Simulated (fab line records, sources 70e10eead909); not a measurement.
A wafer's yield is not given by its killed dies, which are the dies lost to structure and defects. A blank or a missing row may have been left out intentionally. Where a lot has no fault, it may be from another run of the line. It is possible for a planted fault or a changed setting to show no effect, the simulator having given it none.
A struck lot beside a sound one || flow nandHarc || 12 out of 1159 route steps
Sound: these wafers, L556.2, L556.4, L556.6. Struck: wafer L566.1. (L566.6 of the same lot was not struck and is left out.) The cause comes at the end.
Order at every step that has rows: each side's tool, ch and its chambers, its first start. Under that, the readings that differ: sound wafers || struck wafers || difference of the means || sigmas: that difference in standard deviations of wafers without a fault.
alike: same words and numbers on both sides, and readings whose means sit less than 2 such deviations apart. not compared: any withheld reading, any reading some wafer has no value for, any bound like >300 that may hide the same value, and any number with overlapping values for which the record gives no deviation.
The two part at a step that has a row with sigmas, a row that says differs or no value, or rows on one side only. Numbers that don't overlap but have no deviation are shown without sigmas and don't part them. Lack of a reading on every wafer of one side parts them only where that side has two or more wafers.

NHARC_A_SLIT_ETCH_29: etches the open film in CF4/O2, target depth 100 nm, overetch 10 nm, time 55 s.
  sound on rieDiel-10 ch 1,3, day 16 10:02; struck on rieDiel-05 ch 2, day 19 05:00
  alike: drypumpMotorCurrentA, oesProductAu, rfVppV, showerheadPlenumPTorr, throttleValvePct
  not compared: rfHoursCounterH
NHARC_A_SLIT_STRIP_18: strips in O2.
  sound: rieDiel-10 ch 0,1,2; struck: rieDiel-05 ch 0
  alike: drypumpMotorCurrentA, oesProductAu, rfVppV, showerheadPlenumPTorr, throttleValvePct
  not compared: rfHoursCounterH
then, 2 steps without rows for these wafers: NHARC_A_SLIT_PRECLEAN_19 (cleans in SC1); NHARC_A_SLIT_SRD_20.
NHARC_A_SLIT_CD_MEAS_21:
  sound on cdSem-01 at day 16 10:34; struck on cdSem-01 at day 19 05:34
  alike: cdNm
then, 3 steps without rows for these wafers: NHARC_A_SIN_REMOVE_WET_00 (chemistry H3PO4, time 15300 s); NHARC_A_SIN_REMOVE_PRECLEAN_01 (cleans in SC1); NHARC_A_SIN_REMOVE_SRD_02.
NHARC_A_SIN_REMOVE_INSPECT_04:
  sound on defectInspect-02 at day 16 18:18; struck on defectInspect-02 at day 19 13:20
  alike: rawDefectCount
NHARC_A_WL_FILL_ALD_00: deposits Al2O3, target thk 3 nm, pulse time 3 s, ald cycles 30.
  sound on aldHk-03 ch 1,2,3, day 16 18:23; struck on aldHk-02 ch 3, day 19 16:17
  alike: heaterPowerW, precursorPulseHeightRel
  not compared: aldCycles
NHARC_A_WL_FILL_RTA_01: time 5 s.
  sound on rtpAnneal-02 ch 0, day 16 18:39; struck on rtpAnneal-02 ch 0, day 19 16:31
  alike: lampPowerPct, wafer_temp_C_max
NHARC_A_WL_FILL_ALD_02: deposits TiN, target thk 2 nm, pulse time 3 s, ald cycles 100.
  sound on aldMetal-03 ch 0,1,2, day 16 18:50; struck on aldMetal-02 ch 3, day 19 16:49
{"reading": "aldCycles", "sound": "100 100 100", "struck": 65, "difference": -35, "sigmas": ""}
  alike: heaterPowerW, precursorPulseHeightRel

== WHERE THEY PART ==
Nowhere in this record.

WHY: whatever the simulator had introduced
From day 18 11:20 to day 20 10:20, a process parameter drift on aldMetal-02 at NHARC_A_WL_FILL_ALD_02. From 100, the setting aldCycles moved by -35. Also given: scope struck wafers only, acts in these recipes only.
